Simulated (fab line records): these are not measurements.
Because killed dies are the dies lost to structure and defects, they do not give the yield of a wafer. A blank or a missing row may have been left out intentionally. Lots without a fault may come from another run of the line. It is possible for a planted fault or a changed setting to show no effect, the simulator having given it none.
The tool behind it: which one?	flow n5Finfet	72 wafers from 24 lots sampled at 4 of the route's 1938 steps

WHAT THE GAUGES READ, wafer by wafer
N5_DUMMY_GATE_CD_MEAS_15: the cd target is 25.8 nm. Usual: cdNm at 24.96 nm, with a standard deviation of 0.26.
lot	measured	on	cdNm (nm)	flag
L074	day 2 21:20	cdSem-03	25.12 25.36 25.16	
L075	day 3 05:25	cdSem-01	24.65 24.61 24.07	
L076	day 3 09:58	cdSem-03	24.78 25.31 24.82	
L077	day 3 18:14	cdSem-03	25.04 24.88 24.87	
L078	day 3 23:36	cdSem-02	24.72 25.14 24.65	
L079	day 4 05:39	cdSem-03	25.06 25.39 25.46	
L080	day 4 12:10	cdSem-03	25.34 25.06 25.36	
L081	day 4 16:29	cdSem-03	25.04 24.51 24.98	
L082	day 5 00:18	cdSem-03	25.11 24.67 25.02	
L083	day 5 04:34	cdSem-02	24.59 24.99 24.78	
L084	day 5 12:05	cdSem-02	25.02 24.52 24.84	
L085	day 5 16:22	cdSem-02	24.92 24.72 24.87	
L086	day 5 23:56	cdSem-02	24.43 24.94 24.53	
L087	day 6 06:17	cdSem-01	25.15 25.04 24.89	
L088	day 6 16:07	cdSem-01	24.46 25.10 24.94	
L089	day 6 17:12	cdSem-02	25.28 24.79 25.12	
L090	day 7 00:08	cdSem-01	24.80 24.85 24.71	
L091	day 7 08:58	cdSem-02	25.20 25.03 24.91	
L092	day 7 10:35	cdSem-03	24.97 25.07 25.23	
L093	day 7 16:53	cdSem-03	25.05 25.32 25.51	
L094	day 7 23:49	cdSem-03	24.95 25.26 24.69	
L095	day 8 03:23	cdSem-01	25.51 25.15 25.16	
L096	day 8 16:06	cdSem-02	25.07 24.69 24.71	
L097	day 8 21:05	cdSem-03	24.92 24.79 25.12	

TOOL THAT RAN EACH LOT (tool first, then ch and the chambers of the sampled wafers, then the start)
lot	N5_FIN_CUT_CUT_ETCH_26	N5_STI_FIN_REVEAL_ALD_14	N5_STI_FIN_REVEAL_CMP_04
L074	rieDiel-06 ch 1,2,3, day 2 03:38	aldSin-02 ch 0,1,3, day 2 04:12	cmp-03 ch 0,2,3, day 2 09:15
L075	rieDiel-06 ch 0,1,2, day 2 09:39	aldSin-01 ch 0,1, day 2 10:20	cmp-02 ch 0,2,3, day 2 16:03
L076	rieDiel-04 ch 1,2,3, day 2 16:14	aldSin-01 ch 1,2,3, day 2 16:50	cmp-03 ch 0,1,3, day 2 21:55
L077	rieDiel-03 ch 1,2,3, day 2 21:47	aldSin-04 ch 0,1,3, day 2 22:42	cmp-03 ch 0,1,3, day 3 04:25
L078	rieDiel-04 ch 0,2, day 3 05:24	aldSin-04 ch 0,1,3, day 3 06:17	cmp-02 ch 2,3, day 3 11:22
L079	rieDiel-03 ch 1,2,3, day 3 10:29	aldSin-01 ch 0,2,3, day 3 11:02	cmp-03 ch 1,2,3, day 3 16:41
L080	rieDiel-04 ch 2,3, day 3 16:47	aldSin-01 ch 1,2, day 3 17:22	cmp-03 ch 0,1,3, day 3 22:24
L081	rieDiel-03 ch 0,1,3, day 3 20:52	aldSin-01 ch 0,3, day 3 22:02	cmp-02 ch 0,1, day 4 03:20
L082	rieDiel-03 ch 2,3, day 4 03:58	aldSin-02 ch 0,1, day 4 04:32	cmp-01 ch 0,1,2, day 4 09:35
L083	rieDiel-03 ch 0,1,2, day 4 10:08	aldSin-04 ch 0,2,3, day 4 10:41	cmp-02 ch 1,2,3, day 4 15:46
L084	rieDiel-04 ch 0,3, day 4 16:22	aldSin-04 ch 2,3, day 4 18:47	cmp-01 ch 0,1, day 4 23:49
L085	rieDiel-04 ch 0,2,3, day 4 21:51	aldSin-02 ch 0,2,3, day 4 22:50	cmp-01 ch 0,1,3, day 5 03:52
L086	rieDiel-04 ch 0,2, day 5 05:01	aldSin-04 ch 1,2, day 5 05:56	cmp-01 ch 0,1, day 5 11:35
L087	rieDiel-04 ch 0,1,3, day 5 10:56	aldSin-04 ch 1,2,3, day 5 12:55	cmp-03 ch 1,2,3, day 5 17:59
L088	rieDiel-06 ch 1,2,3, day 5 18:53	aldSin-04 ch 0,2, day 5 19:34	cmp-03 ch 0,1, day 6 00:38
L089	rieDiel-04 ch 0,1,2, day 5 23:23	aldSin-04 ch 2,3, day 6 00:05	cmp-02 ch 1,2, day 6 05:08
L090	rieDiel-04 ch 0,1,2, day 6 03:18	aldSin-02 ch 0,1,2, day 6 04:52	cmp-01 ch 1,2,3, day 6 09:55
L091	rieDiel-06 ch 1,2, day 6 14:58	aldSin-02 ch 2,3, day 6 15:32	cmp-02 ch 2,3, day 6 20:37
L092	rieDiel-04 ch 0,1,3, day 6 16:37	aldSin-01 ch 0,1,2, day 6 17:30	cmp-03 ch 0,1,3, day 6 22:32
L093	rieDiel-04 ch 2,3, day 6 20:56	aldSin-01 ch 1,2,3, day 6 21:32	cmp-02 ch 0,1,3, day 7 02:37
L094	rieDiel-04 ch 0,1,2, day 7 03:57	aldSin-04 ch 0,1,2, day 7 04:31	cmp-02 ch 0,1, day 7 09:34
L095	rieDiel-06 ch 2,3, day 7 09:26	aldSin-02 ch 1,2, day 7 10:16	cmp-02 ch 0,3, day 7 15:19
L096	rieDiel-06 ch 0,2,3, day 7 19:10	aldSin-04 ch 2,3, day 7 20:56	cmp-01 ch 1,2, day 8 01:58
L097	rieDiel-04 ch 0,3, day 8 01:53	aldSin-02 ch 0,1,3, day 8 03:56	cmp-03 ch 0,1, day 8 08:58
- N5_FIN_CUT_CUT_ETCH_26: etches SiNx in CH3F/O2, target depth 39 nm, time 55.7 s.
- N5_STI_FIN_REVEAL_ALD_14: deposits Si3N4, target thk 3 nm.
- N5_STI_FIN_REVEAL_CMP_04: polishes, stops on Si3N4, t overpolish 4 s, target thk 131.83 nm.

AS READ BY THE TOOLS THEMSELVES (means over the sampled wafers that have a number; for cases with no such wafer, the mark the record gives instead)
N5_FIN_CUT_CUT_ETCH_26. Usual: drypumpMotorCurrentA 5.8 A, standard deviation 0.33; oes_f_703_au 0.76 a.u., standard deviation 0.085; oesProductAu 0.76 a.u., standard deviation 0.07; rfVppV 296 V, standard deviation 8.4; showerheadPlenumPTorr 1.98 Torr, standard deviation 0.082; throttleValvePct 16.37 %, standard deviation 0.25.
lot	tool	drypumpMotorCurrentA (A)	oes_f_703_au (a.u.)	oesProductAu (a.u.)	rfVppV (V)	showerheadPlenumPTorr (Torr)	throttleValvePct (%)	flag
L074	rieDiel-06	6.0	0.73	0.74	294	2.00	16.54	
L075	rieDiel-06	5.9	0.71	0.70	297	1.98	16.56	
L076	rieDiel-04	6.0	0.75	0.77	301	2.02	16.34	
L077	rieDiel-03	5.9	0.75	0.73	291	1.94	16.38	
L078	rieDiel-04	5.6	0.75	0.77	302	1.98	16.32	
L079	rieDiel-03	5.9	0.75	0.73	290	1.94	16.38	
L080	rieDiel-04	5.7	0.78	0.79	300	1.94	16.30	
L081	rieDiel-03	5.7	0.86	0.82	291	1.96	16.40	
L082	rieDiel-03	5.8	0.72	0.70	291	1.93	16.31	
L083	rieDiel-03	6.0	0.84	0.81	291	1.98	16.41	
L084	rieDiel-04	5.6	0.81	0.79	292	1.89	16.09	
L085	rieDiel-04	5.7	0.75	0.77	301	1.96	16.34	
L086	rieDiel-04	5.8	0.70	0.73	308	2.03	16.57	
L087	rieDiel-04	5.7	0.77	0.78	295	1.96	16.13	
L088	rieDiel-06	6.0	0.81	0.81	294	2.00	16.42	
L089	rieDiel-04	5.9	0.71	0.74	302	2.03	16.39	
L090	rieDiel-04	5.9	0.71	0.73	301	2.03	16.38	
L091	rieDiel-06	6.1	0.85	0.85	298	2.00	16.40	
L092	rieDiel-04	5.7	0.76	0.76	294	1.96	16.16	
L093	rieDiel-04	5.9	0.71	0.73	306	2.01	16.59	
L094	rieDiel-04	5.9	0.71	0.73	302	2.03	16.39	
L095	rieDiel-06	5.9	0.70	0.71	298	2.01	16.44	
L096	rieDiel-06	5.8	0.73	0.71	294	1.96	16.48	
L097	rieDiel-04	5.5	0.79	0.78	293	1.88	16.13	

N5_STI_FIN_REVEAL_ALD_14. Usual: heaterPowerW at 829 W, with a standard deviation of 79.
lot	tool	heaterPowerW (W)	flag
L074	aldSin-02	786	
L075	aldSin-01	865	
L076	aldSin-01	825	
L077	aldSin-04	830	
L078	aldSin-04	827	
L079	aldSin-01	789	
L080	aldSin-01	847	
L081	aldSin-01	785	
L082	aldSin-02	794	
L083	aldSin-04	863	
L084	aldSin-04	908	
L085	aldSin-02	827	
L086	aldSin-04	818	
L087	aldSin-04	889	
L088	aldSin-04	837	
L089	aldSin-04	914	
L090	aldSin-02	828	
L091	aldSin-02	858	
L092	aldSin-01	825	
L093	aldSin-01	847	
L094	aldSin-04	804	
L095	aldSin-02	880	
L096	aldSin-04	898	
L097	aldSin-02	783	

N5_STI_FIN_REVEAL_CMP_04. Usual: motorCurrentA 8.3 A, standard deviation 0.86; overpolishRunS 4.001 s, standard deviation 0.0087; timeToEndpointS 102 s, standard deviation 5.7.
lot	tool	motorCurrentA (A)	overpolishRunS (s)	timeToEndpointS (s)	flag
L074	cmp-03	8.9	4.009	106	
L075	cmp-02	8.1	3.996	97	
L076	cmp-03	8.6	4.013	99	
L077	cmp-03	8.6	3.993	99	
L078	cmp-02	7.6	4.009	99	
L079	cmp-03	7.9	3.998	104	
L080	cmp-03	8.6	4.007	101	
L081	cmp-02	8.7	3.990	94	
L082	cmp-01	7.5	4.001	107	
L083	cmp-02	7.8	4.009	97	
L084	cmp-01	7.0	4.001	113	
L085	cmp-01	7.7	4.008	113	
L086	cmp-01	7.0	3.994	108	
L087	cmp-03	8.3	4.002	100	
L088	cmp-03	8.7	4.009	98	
L089	cmp-02	8.3	3.998	99	
L090	cmp-01	8.3	4.001	99	
L091	cmp-02	7.6	3.998	103	
L092	cmp-03	8.6	3.998	100	
L093	cmp-02	8.3	4.005	97	
L094	cmp-02	9.0	3.999	100	
L095	cmp-02	8.4	4.004	99	
L096	cmp-01	7.3	4.002	100	
L097	cmp-03	8.7	3.999	100	

THE ANSWER, worked out from the rows above alone
Rule: lot off if the mean of its wafers having a number is beyond 3 standard deviations from the usual mean. A lot without any number at a reading at which 4 lots or more have one is off too. Any other lot the step has rows for is counted as sound. First the gauges in route order, then the tools' own readings, where a lot's mean is used as printed above. The first step at which some lot is off is used, and at that step the reading that is off furthest; a lot without a number counts as furthest.
None of the lots is off at any reading shown; this tells nothing.

WHAT THE SIMULATOR HAD INSERTED
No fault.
